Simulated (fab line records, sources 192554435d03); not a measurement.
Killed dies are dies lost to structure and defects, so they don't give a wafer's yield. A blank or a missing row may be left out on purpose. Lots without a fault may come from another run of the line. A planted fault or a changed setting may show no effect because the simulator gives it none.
Split-lot experiment | flow n5_finfet | 7 lots, 39 wafers read, on a route of 1938 steps

THE SPLIT
At N5_BEOL_M8_ILD_DEP_00 (deposits SiCOH lowk from DEMS/porogen, target thk 179.75 nm, time 33.4 s), the setting time_s was moved away from the recipe's 33.4 s on 18 of the 39 wafers read, by -30.9% to +45.2%. The other wafers ran this setting at the recipe's value.

FROM THE SPLIT TO THE READING: what the file shows between them, 1 step
- N5_BEOL_M8_CURE_74: cures SiCOH lowk, time 240 s

THE READING
M8_ILD_THK, in nm, at N5_BEOL_M8_THK_MEAS_01. Fault-free wafers of this fab line usually give 154.3 nm, standard deviation 2 nm.

wafer  | tool, chamber at the split | time_s as run, s | against the recipe | M8_ILD_THK, nm | against lot-mates on the recipe
L074.1 | pecvd-04, 1                | 33.4             | recipe             | 153.9          | -
L074.2 | pecvd-04, 0                | 48.5             | +45.2%             | 222.0          | +66.4
L074.3 | pecvd-04, 0                | 33.4             | recipe             | 156.0          | -
L074.4 | pecvd-04, 1                | 48.5             | +45.2%             | 225.5          | +69.9
L074.5 | pecvd-04, 0                | 48.5             | +45.2%             | 224.3          | +68.7
L074.6 | pecvd-04, 1                | 33.4             | recipe             | 157.0          | -
L079.1 | pecvd-04, 1                | 25.9             | -22.5%             | 119.4          | -35.2
L079.2 | pecvd-04, 0                | 25.9             | -22.5%             | 120.2          | -34.4
L079.3 | pecvd-04, 2                | 33.4             | recipe             | 154.4          | -
L079.4 | pecvd-04, 2                | 25.9             | -22.5%             | 121.9          | -32.7
L079.5 | pecvd-04, 0                | 33.4             | recipe             | 154.6          | -
L079.6 | pecvd-04, 1                | 33.4             | recipe             | 154.9          | -
L087.1 | pecvd-03, 2                | 33.4             | recipe             | 152.2          | -
L087.2 | pecvd-03, 1                | 23.08            | -30.9%             | 106.2          | -48.0
L087.3 | pecvd-03, 0                | 33.4             | recipe             | 154.3          | -
L087.4 | pecvd-03, 0                | 23.08            | -30.9%             | 106.8          | -47.4
L087.5 | pecvd-03, 1                | 23.08            | -30.9%             | 110.9          | -43.3
L087.6 | pecvd-03, 2                | 33.4             | recipe             | 156.2          | -
L089.1 | pecvd-03, 1                | 33.4             | recipe             | 152.1          | -
L089.2 | pecvd-03, 0                | 33.4             | recipe             | 149.1          | -
L089.3 | pecvd-03, 2                | 41.55            | +24.4%             | 184.9          | +33.5
L089.4 | pecvd-03, 2                | 41.55            | +24.4%             | 190.1          | +38.7
L089.5 | pecvd-03, 1                | 41.55            | +24.4%             | 193.3          | +41.9
L089.6 | pecvd-03, 0                | 33.4             | recipe             | 153.1          | -
L092.1 | pecvd-03, 0                | 46.32            | +38.7%             | 212.8          | +58.5
L092.2 | pecvd-03, 1                | 46.32            | +38.7%             | 211.3          | +57.0
L092.3 | pecvd-03, 2                | 33.4             | recipe             | 152.0          | -
L092.4 | pecvd-03, 2                | 33.4             | recipe             | 155.0          | -
L092.5 | pecvd-03, 1                | 46.32            | +38.7%             | 216.6          | +62.3
L092.6 | pecvd-03, 0                | 33.4             | recipe             | 155.8          | -
L095.1 | pecvd-03, 2                | 24.99            | -25.2%             | 111.7          | -41.7
L095.2 | pecvd-03, 0                | 33.4             | recipe             | 153.7          | -
L095.3 | pecvd-03, 1                | 33.4             | recipe             | 153.8          | -
L095.4 | pecvd-03, 2                | 33.4             | recipe             | 152.6          | -
L095.5 | pecvd-03, 1                | 24.99            | -25.2%             | 115.8          | -37.6
L095.6 | pecvd-03, 0                | 24.99            | -25.2%             | 116.5          | -36.9
L097.1 | pecvd-03, 0                | 33.4             | recipe             | 152.3          | -
L097.3 | pecvd-03, 2                | 33.4             | recipe             | 150.4          | -
L097.6 | pecvd-03, 2                | 33.4             | recipe             | 154.1          | -

THE FIT
A straight line over all 39 wafers: M8_ILD_THK changes by +1.53 nm for each +1% of time_s; r = +1.00; the points scatter about the line by 2.2 nm.
The same after taking each lot's own level away (the mean of its wafers on the recipe; 39 wafers): +1.52 nm for each +1%; r = +1.00; scatter 1.9 nm.
On that fit, the largest move of time_s shifts the reading by 69 nm.
The lots' own levels span 151.43 to 155.63 nm, that is 2.1 times the standard deviation above.
So the lot-to-lot level changes the slope little: the two slopes agree.
Check: with one of the wafers moved furthest among these (+45.2%) left out of the fit, the line predicts +69.2 nm for it against its lot-mates. It came out at +66.4 nm against them.

OTHER SPLITS ON THESE WAFERS
These wafers also went through other splits before the reading. Each is held against what the fit with the lots' levels taken away leaves over:
other split on the same wafers           | wafers away from the commonest value | r with M8_ILD_THK (lot level and that fit taken away)
N5_BEOL_M5_TRENCH_ETCH_37 target_depth_a | 15                                   | +0.06

THE WHOLE CHAIN: every reading that the file lists as answering this split, in the file's order
step                   | what it does                                                             | reading                                                                                  | change (the file's fit)              | r (the file's)
N5_BEOL_M8_ILD_DEP_00  | deposits SiCOH lowk from DEMS/porogen, target thk 179.75 nm, time 33.4 s | SiCOH_lowk_of_BEOL_M8_ILD_DEP_00.thk_nm (the simulator's own value, which no gauge read) | +1.75 nm for each +1% of the setting | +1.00
N5_BEOL_M8_CURE_74     | cures SiCOH lowk, time 240 s                                             | SiCOH_lowk_of_BEOL_M8_ILD_DEP_00.thk_nm (the simulator's own value, which no gauge read) | +1.52 nm for each +1% of the setting | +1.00
N5_BEOL_M8_THK_MEAS_01 |                                                                          | M8_ILD_THK                                                                               | +1.52 for each +1% of the setting    | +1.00

THE FILE'S OWN FIT
M8_ILD_THK changes by +1.52 nm for each +1% of time_s, r = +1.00.
